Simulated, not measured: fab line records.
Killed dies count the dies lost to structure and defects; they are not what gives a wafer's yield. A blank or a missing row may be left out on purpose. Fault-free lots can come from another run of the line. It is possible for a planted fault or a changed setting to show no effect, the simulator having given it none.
Matching of chambers | flow n5 finfet | N5_BEOL_M8_STRIP_67 on rie diel-06 has 4 sister chambers
The step strips in CF4. 20 wafers are shown with their chamber, then 10 later ones without.

== WAFERS WITH THEIR CHAMBER ==
wafer  | chamber | drypump motor current A (A) | oes product au (a.u.) | throttle valve pct (%)
L075.2 | 2       | 5.1                         | 0.72                  | 13.60
L075.3 | 3       | 5.9                         | 0.74                  | 13.56
L075.4 | 0       | 6.0                         | 0.73                  | 13.89
L077.1 | 1       | 5.7                         | 0.82                  | 13.60
L077.2 | 0       | 6.0                         | 0.72                  | 13.87
L077.3 | 2       | 5.0                         | 0.72                  | 13.59
L077.4 | 3       | 5.9                         | 0.74                  | 13.56
L077.5 | 1       | 5.7                         | 0.81                  | 13.61
L077.6 | 2       | 5.1                         | 0.72                  | 13.58
L076.1 | 1       | 5.7                         | 0.81                  | 13.60
L076.2 | 2       | 5.0                         | 0.72                  | 13.61
L076.4 | 3       | 5.9                         | 0.74                  | 13.56
L082.1 | 3       | 5.9                         | 0.73                  | 13.60
L082.3 | 1       | 5.7                         | 0.80                  | 13.65
L082.4 | 0       | 6.0                         | 0.72                  | 13.88
L083.1 | 1       | 5.7                         | 0.80                  | 13.65
L083.4 | 3       | 5.9                         | 0.73                  | 13.61
L083.6 | 1       | 5.7                         | 0.80                  | 13.66
L084.1 | 3       | 5.9                         | 0.73                  | 13.60
L084.2 | 1       | 5.7                         | 0.80                  | 13.65

SIGNATURES, as means of the wafers listed above
reading                 | chamber 0 | chamber 1 | chamber 2 | chamber 3 | scatter within a chamber
drypump motor current A | 6.000     | 5.700     | 5.050     | 5.900     | 0.025
oes product au          | 0.7233    | 0.8057    | 0.7200    | 0.7350    | 0.00606
throttle valve pct      | 13.8800   | 13.6314   | 13.5950   | 13.5817   | 0.0222
Rule: distance of a wafer from a chamber = root of the sum over the readings of ((wafer's reading minus chamber's mean) / reading's scatter) squared. If the next closest chamber is less than 2 further off than the closest, the wafer can't be placed; otherwise it belongs to the closest. The scatter is the square root of a quotient: the sum, over the shown wafers, of each reading's squared deviation from its chamber's mean, divided by wafers minus chambers.

== WAFERS MISSING THEIR CHAMBER ==
wafer  | drypump motor current A (A) | oes product au (a.u.) | throttle valve pct (%)
L084.4 | 5.9                         | 0.71                  | 13.91
L086.1 | 5.9                         | 0.72                  | 13.62
L086.4 | 5.7                         | 0.80                  | 13.65
L086.6 | 5.9                         | 0.72                  | 13.61
L087.2 | 5.7                         | 0.79                  | 13.64
L087.3 | 5.1                         | 0.70                  | 13.65
L087.5 | 5.1                         | 0.70                  | 13.65
L097.4 | 5.9                         | 0.70                  | 13.68
L097.5 | 5.7                         | 0.76                  | 13.73
L097.6 | 5.9                         | 0.70                  | 13.68

== WHICH CHAMBER EACH ONE RAN IN ==
wafer  | from the rows above | in truth
L084.4 | 0                   | 0
L086.1 | 3                   | 3
L086.4 | 1                   | 1
L086.6 | 3                   | 3
L087.2 | 1                   | 1
L087.3 | 2                   | 2
L087.5 | 2                   | 2
L097.4 | 3                   | 3
L097.5 | 1                   | 1
L097.6 | 3                   | 3
10 of 10 placed correctly. Not placeable from these rows: 0. Placed wrongly: 0.
